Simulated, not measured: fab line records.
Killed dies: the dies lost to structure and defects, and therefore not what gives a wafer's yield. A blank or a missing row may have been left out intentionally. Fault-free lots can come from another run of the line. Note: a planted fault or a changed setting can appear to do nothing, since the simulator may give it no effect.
Matching of chambers    flow n5-finfet    N5_BEOL_M4_STRIP_66 on rie-diel-04: 4 sister chambers
The step strips in CF4. 16 wafers are shown with their chamber, then 8 later ones without.

EACH WAFER AND ITS CHAMBER
wafer   chamber  drypump-motor-current-A (A)  throttle-valve-pct (%)  oes-product-au (a.u.)
L074.1  2        5.9                          13.60                   0.67
L074.3  3        5.9                          13.90                   0.70
L074.5  0        5.7                          13.55                   0.95
L079.2  1        6.4                          13.59                   0.86
L079.3  3        5.9                          13.94                   0.69
L079.5  3        6.0                          13.94                   0.69
L083.3  1        6.4                          13.61                   0.86
L083.4  3        5.9                          13.95                   0.69
L083.6  1        6.4                          13.60                   0.86
L084.1  1        6.4                          13.60                   0.86
L084.5  3        6.0                          13.96                   0.68
L084.6  1        6.4                          13.60                   0.86
L085.1  1        6.4                          13.63                   0.85
L085.4  3        5.9                          13.96                   0.68
L085.6  2        5.9                          13.09                   0.95
L093.1  2        5.9                          13.14                   0.90

SIGNATURES (averages over the wafers above)
reading                  chamber 0  chamber 1  chamber 2  chamber 3  scatter within a chamber
drypump-motor-current-A  5.700      6.400      5.900      5.933      0.0333
throttle-valve-pct       13.5500    13.6050    13.2767    13.9417    0.116
oes-product-au           0.9500     0.8583     0.8400     0.6883     0.0612
Rule: for a wafer and a chamber, the distance is found by dividing, reading by reading, the gap between the wafer's reading and the chamber's mean by the reading's scatter, squaring, summing and taking the root. The wafer belongs to the nearest chamber; if the next one is less than 2 further off, it can't be placed. How the scatter is found: for the shown wafers, subtract from each reading the mean of its chamber, square and add these, divide the total by (wafers less chambers), then take the root.

WAFERS WHOSE CHAMBER IS MISSING
wafer   drypump-motor-current-A (A)  throttle-valve-pct (%)  oes-product-au (a.u.)
L093.4  6.4                          13.67                   0.82
L093.5  6.0                          13.39                   0.97
L094.4  6.0                          13.39                   0.97
L094.5  5.7                          13.63                   0.87
L094.6  6.4                          13.66                   0.82
L095.1  5.9                          13.12                   0.90
L095.3  5.9                          13.41                   0.97
L095.6  5.9                          13.11                   0.91

EACH ONE'S CHAMBER
wafer    from the rows above   in truth
L093.4   1                     1
L093.5   2                     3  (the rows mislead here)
L094.4   2                     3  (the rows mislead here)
L094.5   0                     0
L094.6   1                     1
L095.1   2                     2
L095.3   2                     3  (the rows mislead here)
L095.6   2                     2
5 of 8 placed correctly. From these rows, 0 cannot be placed. Wrongly placed: 3.
